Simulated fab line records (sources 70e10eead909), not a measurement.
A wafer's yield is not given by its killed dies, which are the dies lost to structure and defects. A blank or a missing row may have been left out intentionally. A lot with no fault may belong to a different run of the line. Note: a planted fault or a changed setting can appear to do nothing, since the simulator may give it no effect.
fab line records + flow nand_harc
record:
- lots: 13
- wafers: 39
- last_day: 33
route steps=1302 shown P_GATE@189 P_CONTACT@219
lots untouched by any fault: they come from a run of this same line in which no faults occurred
start_h: hours from the record's opening day to when the first of the lot's shown wafers began + wait_h: how many hours have passed since the lot's step before this one + " unchanged from the row above + L1.1+2: one row covering several wafers at once + - value missing, or start not given + * or withheld: withheld + < > ~ a bound
route shown NAME@n: NAME is a module with steps in the file, n the number in the route of the first one + usual: mean/standard deviation of fault-free wafers + same: alike in all rows + chamber/n: place in a boat + sites: readings site by site + _std_site: standard deviation of those values + _edge_site: outer sites' mean less inner sites' + radius_mm: for every site, how far away it sits from the centre of the wafer + mask NAME#n: copy n + behind: the tool/chamber that last shaped the wafer + hold: why the lot went on hold/how many hours it stayed there/how the hold came to an end + device: transistor that didn't switch, given as n, p or np + end of line: tests run on the same wafers once the route is complete + a step with no rows: only its recipe + killed: at the first sort, the dies lost to defects and structure; wafer yield is something else + map: per-die view of a wafer (x killed, . not killed, _ where there is no die)
set.NAME: setting as actually run; set.NAME@STEP: the setting as run at that earlier step + model.NAME: the simulator's own value behind a step, which no gauge read
a sample of lots followed through the steps of the route, with each step as a table and each wafer as a row
services: when a tool's chamber went out of use (start_h, in hours from the record's first day, below 0 if earlier), for how many hours, and the reason
== steps ==
step: NHARC_P_GATE_STRIP_112
recipe:
- power_w: 1500
- temp_c: 110
- time_s: 200
- chemistry: N2/H2
usual:
- drypump_motor_current_A: 5.7/0.39
- heater_power_w: 89/12
| lot.wafer | tool            | chamber | start_h | wait_h | drypump_motor_current_A | heater_power_w | rf_hours_counter_h |
|-----------|-----------------|---------|---------|--------|-------------------------|----------------|--------------------|
| L967.1    | plasma_asher-02 | 0       | 118.81  | 0.2    | 5.7                     | 79             | 6                  |
| L967.2    | "               | 1       | "       | "      | 6.2                     | 101            | 6                  |
| L967.5    | "               | 1       | "       | "      | 6.2                     | 101            | -                  |
| L968.1    | plasma_asher-01 | 0       | 129.04  | 0.2    | 5.3                     | 90             | 31                 |
| L968.3    | "               | 0       | "       | "      | 5.3                     | 90             | -                  |
| L968.6    | "               | 0       | "       | "      | 5.3                     | 89             | -                  |
| L969.1    | plasma_asher-02 | 0       | 141.95  | 0.2    | 5.7                     | 77             | 10                 |
| L969.2    | "               | 1       | "       | "      | 6.2                     | 104            | 10                 |
| L969.5    | "               | 1       | "       | "      | 6.2                     | 101            | -                  |
| L971.4    | plasma_asher-02 | 0       | 158.76  | 0.2    | 5.7                     | 77             | -                  |
| L971.3    | "               | 1       | "       | "      | 6.2                     | 103            | -                  |
| L971.6    | "               | 0       | "       | "      | 5.7                     | 79             | -                  |
| L973.2    | plasma_asher-02 | 1       | 186.24  | 0.2    | 6.2                     | 100            | 20                 |
| L973.4    | "               | 1       | "       | "      | 6.2                     | 102            | -                  |
| L973.5    | "               | 0       | "       | "      | 5.7                     | 78             | -                  |
| L974.2    | plasma_asher-01 | 0       | 191.16  | 0.2    | 5.3                     | 97             | 4                  |
| L974.4    | "               | 0       | "       | "      | 5.3                     | 95             | -                  |
| L974.6    | "               | 0       | "       | "      | 5.3                     | 96             | -                  |
| L975.2    | plasma_asher-02 | 1       | 209.86  | 0.2    | 6.2                     | 103            | 24                 |
| L975.3    | "               | 1       | "       | "      | 6.2                     | 99             | -                  |
| L975.5    | "               | 0       | "       | "      | 5.7                     | 78             | -                  |
| L976.1    | plasma_asher-02 | 0       | 213.66  | 0.2    | 5.7                     | 78             | 25                 |
| L976.2    | "               | 1       | "       | "      | 6.2                     | 101            | 25                 |
| L976.3    | "               | 1       | "       | "      | 6.2                     | 103            | -                  |
| L980.3    | plasma_asher-01 | 1       | 261.88  | 0.3    | 5.2                     | 77             | -                  |
| L980.5    | "               | 0       | "       | "      | 5.3                     | 97             | -                  |
| L980.6    | "               | 1       | "       | "      | 5.3                     | 78             | -                  |
| L983.2    | plasma_asher-01 | 1       | 281.56  | 0.4    | 5.2                     | 78             | 23                 |
| L983.3    | "               | 1       | "       | "      | 5.2                     | 79             | -                  |
| L983.6    | "               | 1       | "       | "      | 5.2                     | 78             | -                  |
| L984.1    | plasma_asher-01 | 1       | 291.06  | 0.2    | 5.3                     | 78             | 24                 |
| L984.3    | "               | 1       | "       | "      | 5.3                     | 77             | -                  |
| L984.5    | "               | 0       | "       | "      | 5.3                     | 98             | -                  |
| L988.4    | plasma_asher-01 | 0       | 333.59  | 0.2    | 5.3                     | 95             | -                  |
| L988.5    | "               | 1       | "       | "      | 5.2                     | 76             | -                  |
| L988.6    | "               | 0       | "       | "      | 5.3                     | 98             | -                  |
| L989.1    | plasma_asher-02 | 1       | 343.08  | 0.5    | 6.2                     | 102            | 18                 |
| L989.3    | "               | 0       | "       | "      | 5.7                     | 76             | -                  |
| L989.4    | "               | 1       | "       | "      | 6.2                     | 103            | -                  |
step: NHARC_P_GATE_DEGAS_109
recipe:
- temp_c: 300
- time_s: 60
usual:
- heater_power_w: 470/48
| lot.wafer | tool           | chamber | start_h | wait_h | heater_power_w |
|-----------|----------------|---------|---------|--------|----------------|
| L967.2    | pvd_sputter-01 | -       | 122.11  | 0.1    | 422            |
| L967.1    | "              | -       | "       | "      | 483            |
| L967.5    | "              | -       | "       | "      | 527            |
| L968.3    | pvd_sputter-03 | -       | 132.17  | 0.1    | 474            |
| L968.1    | "              | -       | "       | "      | 503            |
| L968.6    | "              | -       | "       | "      | 461            |
| L969.1    | pvd_sputter-03 | -       | 145.27  | 0.1    | 431            |
| L969.2    | "              | -       | "       | "      | 508            |
| L969.5    | "              | -       | "       | "      | 481            |
| L971.4    | pvd_sputter-01 | -       | 162.03  | 0.1    | 514            |
| L971.3    | "              | -       | "       | "      | 496            |
| L971.6    | "              | -       | "       | "      | 469            |
| L973.4    | pvd_sputter-01 | -       | 189.48  | 0.1    | 518            |
| L973.2    | "              | -       | "       | "      | 484            |
| L973.5    | "              | -       | "       | "      | 468            |
| L974.4    | pvd_sputter-03 | -       | 194.46  | 0.1    | 460            |
| L974.2    | "              | -       | "       | "      | 429            |
| L974.6    | "              | -       | "       | "      | 493            |
| L975.3    | pvd_sputter-02 | -       | 213.21  | 0.1    | 545            |
| L975.2    | "              | -       | "       | "      | 425            |
| L975.5    | "              | -       | "       | "      | 391            |
| L976.3    | pvd_sputter-02 | -       | 216.83  | 0.1    | 542            |
| L976.1    | "              | -       | "       | "      | 475            |
| L976.2    | "              | -       | "       | "      | 424            |
| L980.3    | pvd_sputter-03 | -       | 264.94  | 0.1    | 484            |
| L980.5    | "              | -       | "       | "      | 519            |
| L980.6    | "              | -       | "       | "      | 489            |
| L983.3    | pvd_sputter-03 | -       | 284.70  | 0.1    | 447            |
| L983.2    | "              | -       | "       | "      | 426            |
| L983.6    | "              | -       | "       | "      | 521            |
| L984.1    | pvd_sputter-02 | -       | 294.41  | 0.1    | 426            |
| L984.3    | "              | -       | "       | "      | 488            |
| L984.5    | "              | -       | "       | "      | 401            |
| L988.4    | pvd_sputter-03 | -       | 336.75  | 0.1    | 496            |
| L988.6    | "              | -       | "       | "      | 522            |
| L988.5    | "              | -       | "       | "      | 496            |
| L989.1    | pvd_sputter-02 | -       | 346.36  | 0.1    | 393            |
| L989.4    | "              | -       | "       | "      | 482            |
| L989.3    | "              | -       | "       | "      | 421            |
step: NHARC_P_CONTACT_CMP_01
recipe:
- target_thk_nm: 200
- material: SiO2
usual:
- edge_zone_pressure_frac: 0.999/0.0049
- motor_current_A: 11.7/1
| lot.wafer | tool   | chamber | start_h | wait_h | edge_zone_pressure_frac | motor_current_A |
|-----------|--------|---------|---------|--------|-------------------------|-----------------|
| L967.1    | cmp-02 | 1       | 124.11  | 0.6    | 0.994                   | 12.2            |
| L967.2    | "      | 3       | "       | "      | 0.994                   | 10.4            |
| L967.5    | "      | 0       | "       | "      | 1.002                   | 13.3            |
| L968.1    | cmp-02 | 1       | 133.93  | -      | 1.002                   | 11.3            |
| L968.3    | "      | 3       | "       | "      | 0.997                   | 10.2            |
| L968.6    | "      | 1       | "       | "      | 1.000                   | 11.7            |
| L969.1    | cmp-04 | 2       | 147.03  | -      | 1.004                   | 11.1            |
| L969.2    | "      | 0       | "       | "      | 0.996                   | 11.8            |
| L969.5    | "      | 2       | "       | "      | 0.993                   | 10.7            |
| L971.3    | cmp-04 | 1       | 163.75  | -      | 1.000                   | 10.3            |
| L971.4    | "      | 2       | "       | "      | 1.005                   | 10.5            |
| L971.6    | "      | 2       | "       | "      | 0.997                   | 11.1            |
| L973.4    | cmp-01 | 0       | 191.34  | -      | 1.003                   | 13.6            |
| L973.2    | "      | 1       | "       | "      | 0.994                   | 13.1            |
| L973.5    | "      | 0       | "       | "      | 1.002                   | 13.7            |
| L974.2    | cmp-02 | 2       | 196.24  | -      | 1.003                   | 11.7            |
| L974.4    | "      | 3       | "       | "      | 0.999                   | 10.1            |
| L974.6    | "      | 0       | "       | "      | 0.997                   | 13.1            |
| L975.3    | cmp-04 | 0       | 214.96  | -      | 0.997                   | 11.9            |
| L975.2    | "      | 1       | "       | "      | 1.000                   | 10.1            |
| L975.5    | "      | 0       | "       | "      | 0.994                   | 11.4            |
| L976.3    | cmp-02 | 2       | 219.02  | 0.4    | 0.997                   | 12.6            |
| L976.2    | "      | 0       | "       | "      | 0.993                   | 12.3            |
| L976.1    | "      | 1       | "       | "      | 0.997                   | 12.6            |
| L980.3    | cmp-01 | 0       | 266.80  | -      | 1.008                   | 13.3            |
| L980.6    | "      | 1       | "       | "      | 1.006                   | 12.7            |
| L980.5    | "      | 2       | "       | "      | 0.995                   | 11.0            |
| L983.2    | cmp-04 | 2       | 286.41  | -      | 0.996                   | 11.2            |
| L983.3    | "      | 3       | "       | "      | 0.993                   | 12.0            |
| L983.6    | "      | 3       | "       | "      | 1.003                   | 11.8            |
| L984.3    | cmp-01 | 1       | 296.17  | -      | 0.999                   | 12.2            |
| L984.1    | "      | 3       | "       | "      | 1.000                   | 11.1            |
| L984.5    | "      | 1       | "       | "      | 1.006                   | 12.2            |
| L988.4    | cmp-02 | 0       | 338.55  | -      | 1.001                   | 13.2            |
| L988.6    | "      | 1       | "       | "      | 0.996                   | 12.1            |
| L988.5    | "      | 2       | "       | "      | 0.997                   | 12.3            |
| L989.1    | cmp-02 | 0       | 348.18  | -      | 1.003                   | 13.0            |
| L989.4    | "      | 1       | "       | "      | 1.005                   | 11.5            |
| L989.3    | "      | 2       | "       | "      | 1.000                   | 12.8            |
step: NHARC_P_CONTACT_EXPOSE_09
recipe:
- na: 1.35
- target_cd_nm: 90
- dose_mj: 81.26
- mask_id: P_CA
usual:
- stage_vel_mm_s: 499.99/0.26
| lot.wafer | tool            | chamber | start_h | wait_h | mask      | stage_vel_mm_s |
|-----------|-----------------|---------|---------|--------|-----------|----------------|
| L967.1    | arfi_scanner-02 | 0       | 124.78  | -      | P_CA#0    | 499.74         |
| L967.2    | "               | 0       | "       | "      | P_CA#0    | 499.68         |
| L967.5    | "               | 0       | "       | "      | P_CA#0    | 499.92         |
| L968.1    | arfi_scanner-03 | 0       | 134.61  | -      | P_CA#0    | 499.61         |
| L968.3    | "               | 0       | "       | "      | P_CA#0    | 499.79         |
| L968.6    | "               | 0       | "       | "      | P_CA#0    | 499.79         |
| L969.1    | arfi_scanner-01 | 0       | 147.69  | -      | P_CA#0    | 500.42         |
| L969.2    | "               | 0       | "       | "      | P_CA#0    | 499.75         |
| L969.5    | "               | 0       | "       | "      | P_CA#0    | 499.95         |
| L971.3    | arfi_scanner-02 | 0       | 164.46  | -      | P_CA#0    | 500.26         |
| L971.4    | "               | 0       | "       | "      | P_CA#0    | 500.06         |
| L971.6    | "               | 0       | "       | "      | P_CA#0    | 499.89         |
| L973.2    | arfi_scanner-03 | 0       | 192.00  | -      | P_CA#0    | 500.08         |
| L973.4    | "               | 0       | "       | "      | P_CA#0    | 499.49         |
| L973.5    | "               | 0       | "       | "      | P_CA#0    | 499.97         |
| L974.2    | arfi_scanner-02 | 0       | 196.89  | -      | P_CA#0    | 499.69         |
| L974.4    | "               | 0       | "       | "      | P_CA#0    | 500.09         |
| L974.6    | "               | 0       | "       | "      | P_CA#0    | 499.91         |
| L975.2    | arfi_scanner-02 | 0       | 215.51  | -      | P_CA#0    | 500.06         |
| L975.3    | "               | 0       | "       | "      | P_CA#0    | 500.21         |
| L975.5    | "               | 0       | "       | "      | P_CA#0    | 499.80         |
| L976.1    | arfi_scanner-01 | 0       | 219.71  | -      | P_CA#0    | 500.21         |
| L976.2    | "               | 0       | "       | "      | P_CA#0    | 500.05         |
| L976.3    | "               | 0       | "       | "      | P_CA#0    | 500.09         |
| L980.3    | arfi_scanner-02 | 0       | 267.43  | -      | P_CA#0    | 500.01         |
| L980.5    | "               | 0       | "       | "      | P_CA#0    | 499.89         |
| L980.6    | "               | 0       | "       | "      | P_CA#0    | 499.96         |
| L983.2    | arfi_scanner-02 | 0       | 287.11  | -      | P_CA_R1#0 | 499.86         |
| L983.3    | "               | 0       | "       | "      | P_CA_R1#0 | 499.88         |
| L983.6    | "               | 0       | "       | "      | P_CA_R1#0 | 499.60         |
| L984.1    | arfi_scanner-02 | 0       | 296.71  | -      | P_CA#0    | 499.92         |
| L984.3    | "               | 0       | "       | "      | P_CA#0    | 499.92         |
| L984.5    | "               | 0       | "       | "      | P_CA#0    | 499.68         |
| L988.4    | arfi_scanner-01 | 0       | 339.18  | -      | P_CA#0    | 500.17         |
| L988.5    | "               | 0       | "       | "      | P_CA#0    | 500.38         |
| L988.6    | "               | 0       | "       | "      | P_CA#0    | 500.03         |
| L989.1    | arfi_scanner-03 | 0       | 348.86  | -      | P_CA#0    | 499.89         |
| L989.3    | "               | 0       | "       | "      | P_CA#0    | 499.85         |
| L989.4    | "               | 0       | "       | "      | P_CA#0    | 499.81         |
step: NHARC_P_CONTACT_CD_MEAS_12
recipe:
- target_cd_nm: 90
- landing_energy_ev: 500
usual:
- cd_nm: 89.6/0.69
| lot.wafer | tool      | chamber | start_h | wait_h | cd_nm |
|-----------|-----------|---------|---------|--------|-------|
| L967.1    | cd_sem-03 | 0       | 124.92  | -      | 89.6  |
| L967.2    | "         | 0       | "       | "      | 89.1  |
| L967.5    | "         | 0       | "       | "      | 89.4  |
| L968.1    | cd_sem-01 | 0       | 134.75  | -      | 88.6  |
| L968.3    | "         | 0       | "       | "      | 90.0  |
| L968.6    | "         | 0       | "       | "      | 89.8  |
| L969.1    | cd_sem-03 | 0       | 147.83  | -      | 88.4  |
| L969.2    | "         | 0       | "       | "      | 89.2  |
| L969.5    | "         | 0       | "       | "      | 87.9  |
| L971.3    | cd_sem-03 | 0       | 164.60  | -      | 90.7  |
| L971.4    | "         | 0       | "       | "      | 89.2  |
| L971.6    | "         | 0       | "       | "      | 89.7  |
| L973.2    | cd_sem-02 | 0       | 192.14  | -      | 88.7  |
| L973.4    | "         | 0       | "       | "      | 89.3  |
| L973.5    | "         | 0       | "       | "      | 89.5  |
| L974.2    | cd_sem-01 | 0       | 197.02  | -      | 89.8  |
| L974.4    | "         | 0       | "       | "      | 90.0  |
| L974.6    | "         | 0       | "       | "      | 89.1  |
| L975.2    | cd_sem-02 | 0       | 215.64  | -      | 89.6  |
| L975.3    | "         | 0       | "       | "      | 90.0  |
| L975.5    | "         | 0       | "       | "      | 89.4  |
| L976.1    | cd_sem-01 | 0       | 219.84  | -      | 89.9  |
| L976.2    | "         | 0       | "       | "      | 89.7  |
| L976.3    | "         | 0       | "       | "      | 90.0  |
| L980.3    | cd_sem-02 | 0       | 267.56  | -      | 89.8  |
| L980.5    | "         | 0       | "       | "      | 88.7  |
| L980.6    | "         | 0       | "       | "      | 89.0  |
| L983.2    | cd_sem-03 | 0       | 287.25  | -      | 85.4  |
| L983.3    | "         | 0       | "       | "      | 85.7  |
| L983.6    | "         | 0       | "       | "      | 85.7  |
| L984.1    | cd_sem-03 | 0       | 296.85  | -      | 89.4  |
| L984.3    | "         | 0       | "       | "      | 89.5  |
| L984.5    | "         | 0       | "       | "      | 89.6  |
| L988.4    | cd_sem-03 | 0       | 339.32  | -      | 88.2  |
| L988.5    | "         | 0       | "       | "      | 89.8  |
| L988.6    | "         | 0       | "       | "      | 89.8  |
| L989.1    | cd_sem-01 | 0       | 348.99  | -      | 89.6  |
| L989.3    | "         | 0       | "       | "      | 89.8  |
| L989.4    | "         | 0       | "       | "      | 89.6  |
== services ==
| tool            | chamber | start_h | hours | kind   |
|-----------------|---------|---------|-------|--------|
| plasma_asher-02 | -       | 102.88  | 1.5   | repair |
| cmp-04          | -       | 103.06  | 1.1   | repair |
| pvd_sputter-02  | -       | 104.00  | 10.0  | pm     |
| pvd_sputter-03  | -       | 106.76  | 6.8   | repair |
| cmp-04          | -       | 111.03  | 4.0   | pm     |
| pvd_sputter-03  | -       | 120.94  | 6.9   | repair |
| cmp-04          | -       | 130.95  | 0.8   | repair |
| cmp-02          | -       | 136.27  | 4.0   | pm     |
| cmp-04          | -       | 139.37  | 4.2   | repair |
| arfi_scanner-02 | -       | 148.29  | 4.0   | pm     |
| pvd_sputter-02  | -       | 163.89  | 1.7   | repair |
| plasma_asher-01 | -       | 165.16  | 9.0   | pm     |
| pvd_sputter-03  | -       | 170.00  | 10.0  | pm     |
| cmp-04          | -       | 176.93  | 4.7   | repair |
| cmp-02          | -       | 234.27  | 4.0   | pm     |
| plasma_asher-02 | -       | 249.16  | 9.0   | pm     |
| pvd_sputter-03  | -       | 269.39  | 4.9   | repair |
| plasma_asher-02 | -       | 287.80  | 1.2   | repair |
| cmp-02          | -       | 295.39  | 2.9   | repair |
| arfi_scanner-02 | -       | 320.29  | 4.0   | pm     |
| cmp-02          | -       | 332.39  | 4.0   | pm     |
| plasma_asher-01 | -       | 342.28  | 9.0   | pm     |
| pvd_sputter-03  | -       | 345.06  | 2.3   | repair |
| pvd_sputter-03  | -       | 348.00  | 10.0  | pm     |
== key ==
first_sign:
- step: NHARC_P_CONTACT_EXPOSE_09
- reading: mask
- direction: changed
effect:
- step: NHARC_P_CONTACT_CD_MEAS_12
- reading: cd_nm
- direction: down
- sigmas: 5.8
- usual: 89.6
- struck: 85.6
met_at NHARC_P_CONTACT_EXPOSE_09
struck_lots L983
rows_end L983.3
tester_left_out L983
not_acting_at NHARC_P_GATE_STRIP_112,NHARC_P_GATE_DEGAS_109,NHARC_P_CONTACT_CMP_01
onset_between 267.43 287.11
fault:
- kind: wrong_mask
- tool: any
- chamber: -
- onset_h: 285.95
- steps: NHARC_P_CONTACT_EXPOSE_09
- aux_copy: P_CA_R1#0
- cd_offset_nm: -4.2968
- scope: struck_lots_only
tester_left_out: of these lots the tester's yield and bins aren't shown, on N5 and GAA mostly nor the transistor test; their killed dies are dies lost to structure and defects alone, not to doping, threshold or leakage, so they don't give the yield
rows_end: these wafers met a further fault down the route, and their rows from its step on are left out
